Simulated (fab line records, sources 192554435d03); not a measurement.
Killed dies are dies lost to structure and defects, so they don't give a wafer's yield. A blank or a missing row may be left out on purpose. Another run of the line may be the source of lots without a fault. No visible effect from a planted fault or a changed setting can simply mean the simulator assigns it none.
Chamber matching ; flow n5 finfet ; pecvd-02 running N5_BEOL_M2_DEP_57: 3 sister chambers
The step deposits SiCN from 3MS/NH3, target thk 8 nm, time 14 s. 3 wafers are shown with their chamber, then 9 later ones without.

== WAFERS PAIRED WITH THEIR CHAMBERS ==
wafer;chamber;throttle valve pct (%)
L090.4;2;8.2
L090.5;1;9.3
L090.6;0;9.6

== WAFERS WITH NO CHAMBER GIVEN ==
wafer;throttle valve pct (%)
L089.2;9.1
L089.3;9.7
L089.5;9.3
L093.1;9.4
L093.2;9.3
L093.6;8.4
L095.2;9.2
L095.3;8.4
L095.6;8.4

== WHICH CHAMBER EACH WENT THROUGH ==
wafer;from the rows above;in truth
L089.2;1;1
L089.3;0;0
L089.5;1;1
L093.1;can't be placed: 1 or 0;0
L093.2;1;1
L093.6;2;2
L095.2;1;1
L095.3;2;2
L095.6;2;2
Placed correctly: 8 of 9. Can't be placed from these rows: 1 (the true chamber is among the candidates in 1). Wrongly placed: 0.
How it was worked out, from the rows above alone: a wafer's distance from a chamber is the root of the sum, over the readings, of the square of ((its reading less the chamber's mean) divided by the reading's scatter). The wafer belongs to the nearest chamber; if the next one is less than 2 further off, it can't be placed. For every chamber, the mean is computed from those of its wafers that are shown. The scatter: with one shown wafer a chamber, the root of the mean of the squares of how far each hidden wafer lies from its nearest shown one.
